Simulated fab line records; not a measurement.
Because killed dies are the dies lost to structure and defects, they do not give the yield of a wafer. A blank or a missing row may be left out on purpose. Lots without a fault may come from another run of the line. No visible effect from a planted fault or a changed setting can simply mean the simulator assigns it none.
What tool caused it? || flow n5-finfet || Sampling: 9 lots, 27 wafers, 5 of 1938 route steps

WHAT THE GAUGES SHOWED, per wafer
N5_GATE_CUT_OVL_MEAS_14. Usual: for GATE_CUT_OVL the level is -0.6 nm and the standard deviation is 0.72.
{"lot": "L532", "measured": "day 4 20:13", "on": "overlay-02", "GATE_CUT_OVL (nm)": "-0.6 0.7 -0.3", "flag": ""}
{"lot": "L534", "measured": "day 5 04:50", "on": "overlay-01", "GATE_CUT_OVL (nm)": "0.3 0.7 -0.9", "flag": ""}
{"lot": "L537", "measured": "day 6 04:57", "on": "overlay-01", "GATE_CUT_OVL (nm)": "-0.8 -1.0 -0.6", "flag": ""}
{"lot": "L538", "measured": "day 6 11:00", "on": "overlay-02", "GATE_CUT_OVL (nm)": "-1.2 -0.2 0.7", "flag": ""}
{"lot": "L542", "measured": "day 7 07:42", "on": "overlay-02", "GATE_CUT_OVL (nm)": "-0.7 -0.8 -1.0", "flag": ""}
{"lot": "L544", "measured": "day 7 22:56", "on": "overlay-01", "GATE_CUT_OVL (nm)": "-2.0 -1.6 -1.6", "flag": ""}
{"lot": "L551", "measured": "day 9 12:56", "on": "overlay-01", "GATE_CUT_OVL (nm)": "-1.3 -1.1 -1.8", "flag": ""}
{"lot": "L552", "measured": "day 9 23:14", "on": "overlay-02", "GATE_CUT_OVL (nm)": "-0.1 -0.3 -0.1", "flag": ""}
{"lot": "L554", "measured": "day 10 05:04", "on": "overlay-01", "GATE_CUT_OVL (nm)": "0.5 0.1 -0.6", "flag": ""}

N5_BEOL_M4_RC_MEAS_101. Usual: DIBL_N 36.4 mV/V, standard deviation 2.7; DIBL_P 36 mV/V, standard deviation 3.2; IOFF_N 0.16 nA/um, standard deviation 0.046; IOFF_P 0.21 nA/um, standard deviation 0.055; ION_N 677 uA/um, standard deviation 15; ION_P 464 uA/um, standard deviation 11; SS_N 71.5 mV/dec, standard deviation 0.79; SS_P 73.3 mV/dec, standard deviation 0.93; VT_N 250 mV, standard deviation 4.1; VT_P -251 mV, standard deviation 4.4.
{"lot": "L532", "measured": "day 7 22:32", "on": "prober-02", "DIBL_N (mV/V)": "37.0 43.5 39.5", "DIBL_P (mV/V)": "35 44 38", "IOFF_N (nA/um)": "0.16 0.32 0.22", "IOFF_P (nA/um)": "0.21 0.42 0.29", "ION_N (uA/um)": "680 733 692", "ION_P (uA/um)": "467 500 479", "SS_N (mV/dec)": "71.0 72.7 71.5", "SS_P (mV/dec)": "73.8 76.2 73.5", "VT_N (mV)": "249 242 244", "VT_P (mV)": "-249 -240 -245", "flag": ""}
{"lot": "L534", "measured": "day 8 21:05", "on": "prober-01", "DIBL_N (mV/V)": "38.3 37.2 35.4", "DIBL_P (mV/V)": "40 38 36", "IOFF_N (nA/um)": "0.22 0.19 0.16", "IOFF_P (nA/um)": "0.36 0.28 0.26", "ION_N (uA/um)": "695 691 682", "ION_P (uA/um)": "487 478 481", "SS_N (mV/dec)": "72.9 72.2 72.0", "SS_P (mV/dec)": "73.0 73.6 73.0", "VT_N (mV)": "242 245 248", "VT_P (mV)": "-239 -242 -243", "flag": ""}
{"lot": "L537", "measured": "day 10 10:13", "on": "prober-02", "DIBL_N (mV/V)": "31.4 31.9 34.2", "DIBL_P (mV/V)": "30 31 34", "IOFF_N (nA/um)": "0.10 0.11 0.12", "IOFF_P (nA/um)": "0.14 0.14 0.17", "ION_N (uA/um)": "677 659 652", "ION_P (uA/um)": "464 458 451", "SS_N (mV/dec)": "70.5 70.4 71.1", "SS_P (mV/dec)": "72.7 72.8 73.1", "VT_N (mV)": "257 256 257", "VT_P (mV)": "-254 -254 -257", "flag": ""}
{"lot": "L538", "measured": "day 10 16:34", "on": "prober-01", "DIBL_N (mV/V)": "32.3 36.5 33.2", "DIBL_P (mV/V)": "32 38 33", "IOFF_N (nA/um)": "0.10 0.17 0.11", "IOFF_P (nA/um)": "0.15 0.23 0.16", "ION_N (uA/um)": "669 687 665", "ION_P (uA/um)": "465 472 458", "SS_N (mV/dec)": "70.9 71.7 70.6", "SS_P (mV/dec)": "71.4 72.6 71.4", "VT_N (mV)": "255 248 251", "VT_P (mV)": "-253 -250 -252", "flag": ""}
{"lot": "L542", "measured": "day 11 11:20", "on": "prober-01", "DIBL_N (mV/V)": "36.4 35.7 35.9", "DIBL_P (mV/V)": "37 35 37", "IOFF_N (nA/um)": "0.17 0.15 0.18", "IOFF_P (nA/um)": "0.26 0.22 0.26", "ION_N (uA/um)": "683 678 695", "ION_P (uA/um)": "470 470 484", "SS_N (mV/dec)": "71.5 71.1 71.2", "SS_P (mV/dec)": "73.6 72.9 72.8", "VT_N (mV)": "248 249 246", "VT_P (mV)": "-245 -248 -249", "flag": ""}
{"lot": "L544", "measured": "day 11 23:30", "on": "prober-01", "DIBL_N (mV/V)": "34.6 39.2 42.8", "DIBL_P (mV/V)": "35 41 45", "IOFF_N (nA/um)": "0.13 0.20 0.29", "IOFF_P (nA/um)": "0.16 0.24 0.35", "ION_N (uA/um)": "667 671 698", "ION_P (uA/um)": "461 459 474", "SS_N (mV/dec)": "71.4 72.4 73.4", "SS_P (mV/dec)": "72.8 74.0 75.4", "VT_N (mV)": "254 251 245", "VT_P (mV)": "-254 -249 -246", "flag": ""}
{"lot": "L551", "measured": "day 13 10:51", "on": "prober-01", "DIBL_N (mV/V)": "36.5 32.8 35.4", "DIBL_P (mV/V)": "35 31 34", "IOFF_N (nA/um)": "0.14 0.10 0.13", "IOFF_P (nA/um)": "0.19 0.14 0.17", "ION_N (uA/um)": "663 659 670", "ION_P (uA/um)": "462 453 461", "SS_N (mV/dec)": "70.9 70.5 71.1", "SS_P (mV/dec)": "72.6 72.4 72.0", "VT_N (mV)": "250 256 252", "VT_P (mV)": "-251 -256 -255", "flag": ""}
{"lot": "L552", "measured": "day 14 04:37", "on": "prober-02", "DIBL_N (mV/V)": "36.8 37.1 37.0", "DIBL_P (mV/V)": "37 38 38", "IOFF_N (nA/um)": "0.19 0.20 0.17", "IOFF_P (nA/um)": "0.23 0.23 0.23", "ION_N (uA/um)": "697 694 673", "ION_P (uA/um)": "475 466 466", "SS_N (mV/dec)": "71.2 71.2 71.6", "SS_P (mV/dec)": "72.9 73.8 74.1", "VT_N (mV)": "246 246 247", "VT_P (mV)": "-248 -253 -251", "flag": ""}
{"lot": "L554", "measured": "day 14 07:26", "on": "prober-01", "DIBL_N (mV/V)": "28.6 32.5 32.1", "DIBL_P (mV/V)": "29 32 33", "IOFF_N (nA/um)": "0.06 0.11 0.11", "IOFF_P (nA/um)": "0.09 0.12 0.13", "ION_N (uA/um)": "633 658 677", "ION_P (uA/um)": "435 440 462", "SS_N (mV/dec)": "70.3 71.0 70.6", "SS_P (mV/dec)": "70.7 71.9 71.7", "VT_N (mV)": "264 256 253", "VT_P (mV)": "-265 -259 -259", "flag": ""}

WHAT TOOL EACH LOT RAN ON (gives the tool, then ch and the chambers of the sampled wafers, and finally the start)
{"lot": "L532", "N5_GATE_CUT_SAC_CAP_01": "ald-sin-02 ch 0,1,3, day 4 17:13", "N5_GATE_CUT_ETCH_28": "rie-diel-02 ch 0,1,2, day 4 20:20", "N5_GATE_CUT_ETCH_36": "rie-diel-02 ch 0,1,2, day 4 20:21"}
{"lot": "L534", "N5_GATE_CUT_SAC_CAP_01": "ald-sin-02 ch 2,3, day 5 01:52", "N5_GATE_CUT_ETCH_28": "rie-diel-05 ch 0,1,3, day 5 04:57", "N5_GATE_CUT_ETCH_36": "rie-diel-05 ch 0,1,3, day 5 04:58"}
{"lot": "L537", "N5_GATE_CUT_SAC_CAP_01": "ald-sin-04 ch 0,3, day 6 01:52", "N5_GATE_CUT_ETCH_28": "rie-diel-02 ch 0,3, day 6 05:16", "N5_GATE_CUT_ETCH_36": "rie-diel-02 ch 0,3, day 6 05:17"}
{"lot": "L538", "N5_GATE_CUT_SAC_CAP_01": "ald-sin-04 ch 0,1,2, day 6 07:55", "N5_GATE_CUT_ETCH_28": "rie-diel-02 ch 2,3, day 6 11:08", "N5_GATE_CUT_ETCH_36": "rie-diel-02 ch 2,3, day 6 11:09"}
{"lot": "L542", "N5_GATE_CUT_SAC_CAP_01": "ald-sin-03 ch 1,2,3, day 7 04:36", "N5_GATE_CUT_ETCH_28": "rie-diel-02 ch 0,1, day 7 08:00", "N5_GATE_CUT_ETCH_36": "rie-diel-02 ch 0,1, day 7 08:01"}
{"lot": "L544", "N5_GATE_CUT_SAC_CAP_01": "ald-sin-04 ch 2,3, day 7 19:56", "N5_GATE_CUT_ETCH_28": "rie-diel-02 ch 0,2,3, day 7 23:07", "N5_GATE_CUT_ETCH_36": "rie-diel-02 ch 0,2,3, day 7 23:08"}
{"lot": "L551", "N5_GATE_CUT_SAC_CAP_01": "ald-sin-04 ch 0,1,3, day 9 09:48", "N5_GATE_CUT_ETCH_28": "rie-diel-03 ch 2,3, day 9 13:03", "N5_GATE_CUT_ETCH_36": "rie-diel-03 ch 2,3, day 9 13:04"}
{"lot": "L552", "N5_GATE_CUT_SAC_CAP_01": "ald-sin-04 ch 0,1,3, day 9 20:07", "N5_GATE_CUT_ETCH_28": "rie-diel-05 ch 0,2,3, day 9 23:34", "N5_GATE_CUT_ETCH_36": "rie-diel-05 ch 0,2,3, day 9 23:35"}
{"lot": "L554", "N5_GATE_CUT_SAC_CAP_01": "ald-sin-03 ch 1,2,3, day 10 02:05", "N5_GATE_CUT_ETCH_28": "rie-diel-05 ch 0,1,2, day 10 05:11", "N5_GATE_CUT_ETCH_36": "rie-diel-05 ch 0,1,2, day 10 05:12"}
- N5_GATE_CUT_SAC_CAP_01: material SiNx, target thk 24 nm, pulse time 1 s, ald cycles 480.
- N5_GATE_CUT_ETCH_28: etches underlayer in N2/H2, target depth 13 nm, time 10.4 s.
- N5_GATE_CUT_ETCH_36: etches SiARC in CF4, target depth 13 nm, time 21.7 s.

AS READ BY THE TOOLS THEMSELVES (means over the sampled wafers that have a number; for cases with no such wafer, the mark the record gives instead)
N5_GATE_CUT_SAC_CAP_01. Usual: heater-power-w 858 W, standard deviation 83; precursor-pulse-height-rel 1.000, standard deviation 0.02; susceptor-temp-C 399.99 C, standard deviation 0.21.
{"lot": "L532", "tool": "ald-sin-02", "heater-power-w (W)": 962, "precursor-pulse-height-rel": 1.004, "susceptor-temp-C (C)": 400.07, "flag": ""}
{"lot": "L534", "tool": "ald-sin-02", "heater-power-w (W)": 908, "precursor-pulse-height-rel": 0.986, "susceptor-temp-C (C)": 400.36, "flag": ""}
{"lot": "L537", "tool": "ald-sin-04", "heater-power-w (W)": 803, "precursor-pulse-height-rel": 0.972, "susceptor-temp-C (C)": 399.98, "flag": ""}
{"lot": "L538", "tool": "ald-sin-04", "heater-power-w (W)": 867, "precursor-pulse-height-rel": 0.998, "susceptor-temp-C (C)": 400.19, "flag": ""}
{"lot": "L542", "tool": "ald-sin-03", "heater-power-w (W)": 817, "precursor-pulse-height-rel": 1.007, "susceptor-temp-C (C)": 400.09, "flag": ""}
{"lot": "L544", "tool": "ald-sin-04", "heater-power-w (W)": 881, "precursor-pulse-height-rel": 0.986, "susceptor-temp-C (C)": 400.10, "flag": ""}
{"lot": "L551", "tool": "ald-sin-04", "heater-power-w (W)": 817, "precursor-pulse-height-rel": 1.008, "susceptor-temp-C (C)": 399.89, "flag": ""}
{"lot": "L552", "tool": "ald-sin-04", "heater-power-w (W)": 817, "precursor-pulse-height-rel": 0.996, "susceptor-temp-C (C)": 400.10, "flag": ""}
{"lot": "L554", "tool": "ald-sin-03", "heater-power-w (W)": 798, "precursor-pulse-height-rel": 1.007, "susceptor-temp-C (C)": 399.94, "flag": ""}

N5_GATE_CUT_ETCH_28. Usual: drypump-motor-current-A 5.9 A, standard deviation 0.56; etch-rf-on-time-s 10.5 s, standard deviation 0.36; oes-product-au 0.65 a.u., standard deviation 0.07; rf-vpp-V 524.3 V, standard deviation 2.3; showerhead-plenum-p-Torr 2.56 Torr, standard deviation 0.081; throttle-valve-pct 17.86 %, standard deviation 0.19.
{"lot": "L532", "tool": "rie-diel-02", "drypump-motor-current-A (A)": 5.8, "etch-rf-on-time-s (s)": 10.6, "oes-product-au (a.u.)": 0.65, "rf-vpp-V (V)": 524.1, "showerhead-plenum-p-Torr (Torr)": 2.54, "throttle-valve-pct (%)": 17.63, "flag": ""}
{"lot": "L534", "tool": "rie-diel-05", "drypump-motor-current-A (A)": 6.0, "etch-rf-on-time-s (s)": 10.6, "oes-product-au (a.u.)": 0.62, "rf-vpp-V (V)": 525.5, "showerhead-plenum-p-Torr (Torr)": 2.57, "throttle-valve-pct (%)": 17.89, "flag": ""}
{"lot": "L537", "tool": "rie-diel-02", "drypump-motor-current-A (A)": 5.6, "etch-rf-on-time-s (s)": 10.8, "oes-product-au (a.u.)": 0.60, "rf-vpp-V (V)": 526.0, "showerhead-plenum-p-Torr (Torr)": 2.62, "throttle-valve-pct (%)": 17.76, "flag": ""}
{"lot": "L538", "tool": "rie-diel-02", "drypump-motor-current-A (A)": 6.1, "etch-rf-on-time-s (s)": 10.7, "oes-product-au (a.u.)": 0.60, "rf-vpp-V (V)": 523.8, "showerhead-plenum-p-Torr (Torr)": 2.56, "throttle-valve-pct (%)": 17.86, "flag": ""}
{"lot": "L542", "tool": "rie-diel-02", "drypump-motor-current-A (A)": 5.9, "etch-rf-on-time-s (s)": 8.0, "oes-product-au (a.u.)": 0.81, "rf-vpp-V (V)": 524.0, "showerhead-plenum-p-Torr (Torr)": 2.61, "throttle-valve-pct (%)": 17.70, "flag": "OFF"}
{"lot": "L544", "tool": "rie-diel-02", "drypump-motor-current-A (A)": 5.8, "etch-rf-on-time-s (s)": 8.2, "oes-product-au (a.u.)": 0.71, "rf-vpp-V (V)": 524.5, "showerhead-plenum-p-Torr (Torr)": 2.54, "throttle-valve-pct (%)": 17.83, "flag": "OFF"}
{"lot": "L551", "tool": "rie-diel-03", "drypump-motor-current-A (A)": 5.5, "etch-rf-on-time-s (s)": 10.4, "oes-product-au (a.u.)": 0.76, "rf-vpp-V (V)": 525.8, "showerhead-plenum-p-Torr (Torr)": 2.62, "throttle-valve-pct (%)": 17.91, "flag": ""}
{"lot": "L552", "tool": "rie-diel-05", "drypump-motor-current-A (A)": 6.3, "etch-rf-on-time-s (s)": 10.6, "oes-product-au (a.u.)": 0.62, "rf-vpp-V (V)": 523.7, "showerhead-plenum-p-Torr (Torr)": 2.54, "throttle-valve-pct (%)": 17.89, "flag": ""}
{"lot": "L554", "tool": "rie-diel-05", "drypump-motor-current-A (A)": 6.2, "etch-rf-on-time-s (s)": 10.5, "oes-product-au (a.u.)": 0.70, "rf-vpp-V (V)": 523.6, "showerhead-plenum-p-Torr (Torr)": 2.52, "throttle-valve-pct (%)": 17.73, "flag": ""}

N5_GATE_CUT_ETCH_36. Usual: drypump-motor-current-A 5.9 A, standard deviation 0.55; etch-rf-on-time-s 22.0 s, standard deviation 0.76; oes-product-au 0.64 a.u., standard deviation 0.07; rf-vpp-V 184.2 V, standard deviation 1.1; showerhead-plenum-p-Torr 2.16 Torr, standard deviation 0.059; throttle-valve-pct 15.64 %, standard deviation 0.21.
{"lot": "L532", "tool": "rie-diel-02", "drypump-motor-current-A (A)": 5.8, "etch-rf-on-time-s (s)": 22.2, "oes-product-au (a.u.)": 0.65, "rf-vpp-V (V)": 183.6, "showerhead-plenum-p-Torr (Torr)": 2.15, "throttle-valve-pct (%)": 15.50, "flag": ""}
{"lot": "L534", "tool": "rie-diel-05", "drypump-motor-current-A (A)": 5.9, "etch-rf-on-time-s (s)": 22.1, "oes-product-au (a.u.)": 0.62, "rf-vpp-V (V)": 183.9, "showerhead-plenum-p-Torr (Torr)": 2.17, "throttle-valve-pct (%)": 15.63, "flag": ""}
{"lot": "L537", "tool": "rie-diel-02", "drypump-motor-current-A (A)": 5.5, "etch-rf-on-time-s (s)": 22.3, "oes-product-au (a.u.)": 0.60, "rf-vpp-V (V)": 185.2, "showerhead-plenum-p-Torr (Torr)": 2.21, "throttle-valve-pct (%)": 15.68, "flag": ""}
{"lot": "L538", "tool": "rie-diel-02", "drypump-motor-current-A (A)": 6.1, "etch-rf-on-time-s (s)": 22.5, "oes-product-au (a.u.)": 0.59, "rf-vpp-V (V)": 184.2, "showerhead-plenum-p-Torr (Torr)": 2.15, "throttle-valve-pct (%)": 15.60, "flag": ""}
{"lot": "L542", "tool": "rie-diel-02", "drypump-motor-current-A (A)": 5.9, "etch-rf-on-time-s (s)": 21.8, "oes-product-au (a.u.)": 0.67, "rf-vpp-V (V)": 184.7, "showerhead-plenum-p-Torr (Torr)": 2.19, "throttle-valve-pct (%)": 15.40, "flag": ""}
{"lot": "L544", "tool": "rie-diel-02", "drypump-motor-current-A (A)": 5.8, "etch-rf-on-time-s (s)": 22.4, "oes-product-au (a.u.)": 0.59, "rf-vpp-V (V)": 183.6, "showerhead-plenum-p-Torr (Torr)": 2.15, "throttle-valve-pct (%)": 15.67, "flag": ""}
{"lot": "L551", "tool": "rie-diel-03", "drypump-motor-current-A (A)": 5.6, "etch-rf-on-time-s (s)": 22.0, "oes-product-au (a.u.)": 0.75, "rf-vpp-V (V)": 184.0, "showerhead-plenum-p-Torr (Torr)": 2.21, "throttle-valve-pct (%)": 15.59, "flag": ""}
{"lot": "L552", "tool": "rie-diel-05", "drypump-motor-current-A (A)": 6.4, "etch-rf-on-time-s (s)": 22.4, "oes-product-au (a.u.)": 0.62, "rf-vpp-V (V)": 184.6, "showerhead-plenum-p-Torr (Torr)": 2.13, "throttle-valve-pct (%)": 15.60, "flag": ""}
{"lot": "L554", "tool": "rie-diel-05", "drypump-motor-current-A (A)": 6.2, "etch-rf-on-time-s (s)": 22.2, "oes-product-au (a.u.)": 0.70, "rf-vpp-V (V)": 184.1, "showerhead-plenum-p-Torr (Torr)": 2.13, "throttle-valve-pct (%)": 15.44, "flag": ""}

THE ANSWER, worked out from the rows above alone
Rule: lot off if the mean of its wafers having a number is beyond 3 standard deviations from the usual mean. A lot without any number at a reading at which 4 lots or more have one is off too. Any other lot the step has rows for is counted as sound. Order of review: gauges by route order, followed by the tools' own readings, for which a lot's mean as printed above is used. At the first step where some lot is off, the reading lying furthest off is the one used; lots without a number count as furthest.
Off: L542, L544 (N5_GATE_CUT_ETCH_28, etch-rf-on-time-s).
A tool fits if, at that step or a process step before it, it ran every lot that is off, and no sound lot after the first of them. One fits: rie-diel-02 at N5_GATE_CUT_ETCH_28. A fault onset in the window from L538 (day 6 11:08, its last sound lot) to L542 (day 7 08:00, its first lot off) fits.
The tool's own readings at N5_GATE_CUT_ETCH_28 bear it out: on the lots that are off they differ by more than 5 times the standard deviation of the sound lots' means. etch-rf-on-time-s reads 8.1 s there against 10.6 s on the sound lots.

WHAT THE SIMULATOR HAD INSERTED
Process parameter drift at N5_GATE_CUT_ETCH_28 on rie-diel-02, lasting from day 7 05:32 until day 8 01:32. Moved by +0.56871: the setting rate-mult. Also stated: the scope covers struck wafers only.
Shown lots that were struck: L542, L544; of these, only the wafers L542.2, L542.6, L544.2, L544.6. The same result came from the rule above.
